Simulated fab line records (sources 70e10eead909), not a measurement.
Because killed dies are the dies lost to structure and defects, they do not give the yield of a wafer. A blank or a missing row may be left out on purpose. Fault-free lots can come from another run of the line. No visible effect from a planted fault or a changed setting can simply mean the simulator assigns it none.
A struck lot beside a sound one + flow nand harc + 25 out of 1302 route steps
Sound: these wafers, L815.1, L815.2, L815.5. Wafers struck: L823.1, L823.2, L823.6. The cause is named last.
For every step that has rows: the tool of each side, followed by ch and its chambers, followed by its first start. Under that, the readings that differ: sound wafers + struck wafers + difference of the means + sigmas: that difference in standard deviations of wafers without a fault.
alike: a reading whose means differ by less than 2 such deviations, as well as words and numbers matching on both sides. not compared: withheld readings; readings where some wafer has no value; bounds like >300 that might hide an equal value; numbers whose values overlap and for which the record gives no deviation.
A row with sigmas, a row that says differs or no value, or rows on one side alone: a step with any of these is where the two part. Numbers that have no deviation but don't overlap get no sigmas and don't part them. A reading missing from all wafers of one side parts the sides only when that side holds two or more wafers.

first, 8 steps without rows for these wafers: NHARC_A_CHANNEL_HOLE_D1_DEVELOP_09 (develop time 35 s); NHARC_A_CHANNEL_HOLE_D1_DESCUM_15 (chemistry O2, time 3 s); NHARC_A_CHANNEL_HOLE_D1_ETCH_38 (etches the open film in CF4, target depth 39 nm, time 65 s); NHARC_A_CHANNEL_HOLE_D1_ETCH_39 (etches the open film in N2/H2, target depth 260 nm, time 325 s); NHARC_A_CHANNEL_HOLE_D1_ETCH_34 (etches the open film in CF4/CHF3, target depth 154 nm, time 77 s); NHARC_A_CHANNEL_HOLE_D1_ETCH_16 (etches the open film in O2/COS, target depth 3100 nm, time 806 s); NHARC_A_CHANNEL_HOLE_D1_ETCH_19 (etches the open film in C4F8/O2/Ar, time 34.5 s); NHARC_A_CHANNEL_HOLE_D1_ETCH_20 (etches the open film in C4F8/O2/Ar, time 361.9 s, target depth 1600 nm).
NHARC_A_CHANNEL_HOLE_D1_ETCH_21: etches the open film in C4F8/O2/Ar, time 514.3 s, target depth 1600 nm.
  sound on har etch-02 ch 0,1, day 12 11:10; struck on har etch-02 ch 0,1, day 16 06:07
  no value came back on the struck wafers for any of 5 readings (c4f8 flow sccm (sccm), chamber pressure mTorr (mTorr) and others); on the sound wafers c4f8 flow sccm (sccm) reads 89.28 89.00 89.29
  not compared: rf hours counter h
then, 9 steps without rows for these wafers: NHARC_A_CHANNEL_HOLE_D1_ETCH_22 (etches the open film in C4F8/O2/Ar, time 666.7 s, target depth 1600 nm); NHARC_A_CHANNEL_HOLE_D1_ETCH_23 (etches the open film in C4F8/O2/Ar, time 819 s, target depth 1600 nm); NHARC_A_CHANNEL_HOLE_D1_ETCH_24 (etches the open film in C4F8/O2/Ar, time 906.2 s, target depth 1500 nm); NHARC_A_CHANNEL_HOLE_D1_ETCH_25 (etches the open film in C4F8/O2/Ar, time 1040.2 s, target depth 1500 nm); NHARC_A_CHANNEL_HOLE_D1_ETCH_26 (etches the open film in C4F8/O2/Ar, time 224.1 s, target depth 300 nm); NHARC_A_CHANNEL_HOLE_D1_ETCH_33 (etches the open film in C4F8/O2/Ar, time 90 s, target depth 400 nm); NHARC_A_CHANNEL_HOLE_D1_STRIP_41 (strips in N2/H2); NHARC_A_CHANNEL_HOLE_D1_STRIP_42 (strips in CF4/CHF3); NHARC_A_CHANNEL_HOLE_D1_STRIP_43 (strips in O2/COS).
NHARC_A_CHANNEL_HOLE_D1_ETCH_44: etches the open film in CF4/O2, target depth 140 nm, overetch 14 nm, time 77 s.
  sound on rie diel-03 ch 0,1,2, day 12 15:28; struck on rie diel-03 ch 0,2, day 16 10:26
| reading                            | sound          | struck            | difference | sigmas |
|------------------------------------|----------------|-------------------|------------|--------|
| model.A_CHANNEL_HOLE_D1.cd nm (nm) | 88.68 89 91.76 | 101.4 101.7 101.6 | +11.8      |        |
  alike: bias w, cf4 flow sccm, drypump motor current A, oes product au, rf vpp V, showerhead plenum p Torr, throttle valve pct
  not compared: rf hours counter h
then, 3 steps without rows for these wafers: NHARC_A_CHANNEL_HOLE_D1_STRIP_27 (strips in O2); NHARC_A_CHANNEL_HOLE_D1_PRECLEAN_28 (cleans in SC1); NHARC_A_CHANNEL_HOLE_D1_SRD_29.
NHARC_A_CHANNEL_HOLE_D1_CD_MEAS_30:
  struck on cd sem-01, day 16 11:14; sound on cd sem-01, day 12 16:14
| reading    | sound          | struck      | difference | sigmas |
|------------|----------------|-------------|------------|--------|
| cd nm (nm) | 89.5 88.6 91.4 | 0.0 0.2 0.1 | -89.7      | -64    |
NHARC_A_CHANNEL_HOLE_D1_XSEM_31:
  sound on xsem-01 ch 0, day 12 16:19; struck on xsem-02 ch 0, day 16 11:19
| reading        | sound          | struck      | difference | sigmas |
|----------------|----------------|-------------|------------|--------|
| bot cd nm (nm) | 73.4 73.0 75.7 | 0.0 0.0 0.0 | -74.0      | -53    |
  alike: tilt deg
-- break in the record here, with 15 days between the starts of the struck wafers on either side (left off in module A_CHANNEL_HOLE_D1, picked up again in module END, where the first step shown is number 1302 on the route) --
NHARC_END_SORT_01:
  at this point the record logs the struck wafers (prober-01 ch 0, day 31 17:55) and has no rows for the sound ones

== WHERE THEY PART ==
First at NHARC_A_CHANNEL_HOLE_D1_ETCH_21; last, within this record, at NHARC_END_SORT_01.

WHY: what the simulator had put in
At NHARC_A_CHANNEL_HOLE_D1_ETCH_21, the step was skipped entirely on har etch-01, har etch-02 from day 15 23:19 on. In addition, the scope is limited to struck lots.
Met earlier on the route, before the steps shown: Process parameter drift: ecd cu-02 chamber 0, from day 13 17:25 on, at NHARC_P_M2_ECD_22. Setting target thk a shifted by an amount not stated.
